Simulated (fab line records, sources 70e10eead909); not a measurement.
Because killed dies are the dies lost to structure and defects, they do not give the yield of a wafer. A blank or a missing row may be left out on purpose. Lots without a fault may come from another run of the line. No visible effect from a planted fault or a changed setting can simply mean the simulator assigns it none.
Matching of chambers | flow nand-harc | rie-diel-04 running NHARC_A_CONTACT_DESCUM_74: 4 sister chambers
The step chemistry O2, time 3 s. 4 wafers are shown with their chamber, then 12 later ones without.

## EACH WAFER AND ITS CHAMBER
wafer  | chamber | drypump-motor-current-A (A)
L089.1 | 2       | 5.7
L089.2 | 1       | 5.1
L089.5 | 0       | 6.8
L089.6 | 3       | 6.3

## WAFERS MISSING THEIR CHAMBER
wafer  | drypump-motor-current-A (A)
L088.3 | 5.7
L088.4 | 6.2
L088.6 | 6.3
L088.1 | 6.8
L088.2 | 5.1
L088.5 | 5.7
L092.2 | 5.7
L092.4 | 6.2
L092.6 | 5.7
L095.1 | 6.3
L095.4 | 6.8
L095.5 | 5.7

## EACH ONE'S CHAMBER
wafer  | from the rows above | in truth
L088.3 | 2                   | 2
L088.4 | 3                   | 3
L088.6 | 3                   | 3
L088.1 | 0                   | 0
L088.2 | 1                   | 1
L088.5 | 2                   | 2
L092.2 | 2                   | 2
L092.4 | 3                   | 3
L092.6 | 2                   | 2
L095.1 | 3                   | 3
L095.4 | 0                   | 0
L095.5 | 2                   | 2
Correctly placed: 12 of 12. Number that these rows cannot place: 0. Placed wrongly: 0.
How it was worked out, from the rows above alone: a wafer's distance from a chamber is the root of the sum, over the readings, of the square of ((its reading less the chamber's mean) divided by the reading's scatter). The wafer belongs to the nearest chamber; if the next one is less than 2 further off, it can't be placed. For every chamber, the mean is computed from those of its wafers that are shown. The scatter (one wafer shown for each chamber): square how far every hidden wafer sits from the nearest shown wafer, average those squares and take the square root.
